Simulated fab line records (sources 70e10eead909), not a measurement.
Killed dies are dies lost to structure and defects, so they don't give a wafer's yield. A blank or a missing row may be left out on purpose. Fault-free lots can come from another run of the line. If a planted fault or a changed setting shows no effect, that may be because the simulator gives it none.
Matching of chambers	flow nand harc	NHARC_A_SGD_CUT_DEP_00 on pecvd-04: 3 sister chambers
The step deposits SiNx, target thk 50 nm. 3 wafers are shown with their chamber, then 12 later ones without.

== WAFERS WITH THEIR CHAMBER ==
wafer	chamber	heater power w (W)
L087.3	1	692
L090.2	0	739
L090.4	2	537

== WAFERS WITH NO CHAMBER GIVEN ==
wafer	heater power w (W)
L095.1	576
L095.3	668
L095.5	824
L097.1	817
L097.4	828
L097.5	615
L097.2	618
L097.3	634
L097.6	635
L096.2	705
L096.5	708
L096.6	601

== EACH ONE'S CHAMBER ==
wafer	from the rows above	in truth
L095.1	can't be placed: 2 or 1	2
L095.3	can't be placed: 1 or 0 or 2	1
L095.5	can't be placed: 0 or 1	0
L097.1	can't be placed: 0 or 1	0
L097.4	can't be placed: 0 or 1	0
L097.5	can't be placed: 1 or 2 or 0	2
L097.2	can't be placed: 1 or 2 or 0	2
L097.3	can't be placed: 1 or 2 or 0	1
L097.6	can't be placed: 1 or 2 or 0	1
L096.2	can't be placed: 1 or 0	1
L096.5	can't be placed: 1 or 0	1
L096.6	can't be placed: 2 or 1 or 0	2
Placed correctly: 0 of 12. Not placeable from these rows: 12 (in 12, the candidates include the true chamber). 0 placed wrongly.
How it was worked out, from the rows above alone: a wafer's distance from a chamber is the root of the sum, over the readings, of the square of ((its reading less the chamber's mean) divided by the reading's scatter). The wafer belongs to the nearest chamber; if the next one is less than 2 further off, it can't be placed. For every chamber, the mean is computed from those of its wafers that are shown. The scatter: with one shown wafer a chamber, the root of the mean of the squares of how far each hidden wafer lies from its nearest shown one.
